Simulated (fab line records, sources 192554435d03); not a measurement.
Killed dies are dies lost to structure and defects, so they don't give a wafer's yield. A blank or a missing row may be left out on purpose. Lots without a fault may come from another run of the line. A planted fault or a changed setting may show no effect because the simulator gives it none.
Split-lot experiment | flow n5_finfet | 7 lots, 21 wafers read, on a route of 1938 steps

THE SPLIT
At N5_BEOL_M11_ETCH_62 (etches SOC in N2/H2, target depth 110 nm, overetch 22 nm, time 165 s), the setting time_s was moved away from the recipe's 165 s on 8 of the 21 wafers read, by -19.1% to +22.1%. The other wafers ran this setting at the recipe's value.

The reading is taken at the split's own step.

THE READING
SiARC_of_BEOL_M11_COAT_60.thk_nm (the simulator's own value, which no gauge read), in nm, at N5_BEOL_M11_ETCH_62 (etches SOC in N2/H2, target depth 110 nm, overetch 22 nm, time 165 s). The file gives no usual value for it. The 13 wafers here that ran the recipe average 23.7 nm, standard deviation 0.24 nm.

wafer  | tool, chamber at the split | time_s as run, s | against the recipe | SiARC_of_BEOL_M11_COAT_60.thk_nm, nm | against lot-mates on the recipe
L078.2 | rie_diel-06, 1             | 165              | recipe             | 23.8                                 | -
L078.4 | rie_diel-06, 3             | 133.5            | -19.1%             | 24.6                                 | +0.8
L078.5 | rie_diel-06, 3             | 133.5            | -19.1%             | 24.6                                 | +0.8
L080.1 | rie_diel-06, 1             | 143.7            | -12.9%             | 24.6                                 | +0.8
L080.4 | rie_diel-06, 0             | 165              | recipe             | 23.8                                 | -
L080.6 | rie_diel-06, 1             | 143.7            | -12.9%             | 24.8                                 | +1.0
L083.2 | rie_diel-06, 2             | 165              | recipe             | 23.6                                 | -
L083.3 | rie_diel-06, 0             | 165              | recipe             | 23.8                                 | -
L083.6 | rie_diel-06, 0             | 165              | recipe             | 23.8                                 | -
L084.1 | rie_diel-03, 1             | 165              | recipe             | 24                                   | -
L084.3 | rie_diel-03, 2             | 201.5            | +22.1%             | 21.6                                 | -2.4
L084.4 | rie_diel-03, 3             | 201.5            | +22.1%             | 22.2                                 | -1.8
L087.3 | rie_diel-06, 0             | 189.9            | +15.1%             | 22.8                                 | -1.0
L087.4 | rie_diel-06, 3             | 189.9            | +15.1%             | 22.4                                 | -1.4
L087.6 | rie_diel-06, 0             | 165              | recipe             | 23.8                                 | -
L095.1 | rie_diel-01, 0             | 165              | recipe             | 23.2                                 | -
L095.3 | rie_diel-01, 2             | 165              | recipe             | 23.4                                 | -
L095.6 | rie_diel-01, 3             | 165              | recipe             | 23.8                                 | -
L097.4 | rie_diel-03, 2,0           | 165              | recipe             | 23.4                                 | -
L097.5 | rie_diel-03, 2,0           | 165              | recipe             | 23.4                                 | -
L097.6 | rie_diel-03, 1             | 165              | recipe             | 24                                   | -
Where a row lists several chambers, the file gives one row for several wafers and doesn't say which wafer went through which chamber.

THE FIT
A straight line over all 21 wafers: SiARC_of_BEOL_M11_COAT_60.thk_nm changes by -0.069 nm for each +1% of time_s; r = -0.94; the points scatter about the line by 0.28 nm.
The same after taking each lot's own level away (the mean of its wafers on the recipe; 21 wafers): -0.0728 nm for each +1%; r = -0.94; scatter 0.29 nm.
On that fit, the largest move of time_s shifts the reading by 1.6 nm.
The lots' own levels span 23.47 to 24.00 nm, that is 2.2 times the standard deviation above.
So the lot-to-lot level changes the slope little: the two slopes agree.
Check: with one of the wafers moved furthest among these (+22.1%) left out of the fit, the line predicts -1.52 nm for it against its lot-mates. It came out at -2.4 nm against them.

OTHER SPLITS ON THESE WAFERS
These wafers also went through other splits before the reading. Each is held against what the fit with the lots' levels taken away leaves over:
other split on the same wafers | wafers away from the commonest value | r with SiARC_of_BEOL_M11_COAT_60.thk_nm (lot level and that fit taken away)
N5_BEOL_M10_COAT_63 spin_rpm   | 5                                    | +0.03
N5_BEOL_M11_DESCUM_16 time_s   | 5                                    | +0.04

THE WHOLE CHAIN: every reading that the file lists as answering this split, in the file's order
step                   | what it does                                                         | reading                                                                           | change (the file's fit)                                                              | r (the file's)
N5_BEOL_M11_ETCH_62    | etches SOC in N2/H2, target depth 110 nm, overetch 22 nm, time 165 s | SiARC_of_BEOL_M11_COAT_60.thk_nm (the simulator's own value, which no gauge read) | -0.0733 nm for each +1% of the setting                                               | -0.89
N5_BEOL_M11_HM_OPEN_17 | chemistry Cl2/BCl3, target TiN, target depth 20 nm, overetch 6 nm    | etch.depth_nm (the simulator's own value, which no gauge read)                    | not straight: 20.08 at the lowest setting, 20.03 at the recipe, 16.44 at the highest | not given

THE FILE'S OWN FIT
SiARC_of_BEOL_M11_COAT_60.thk_nm changes by -0.0733 nm for each +1% of time_s, r = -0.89.
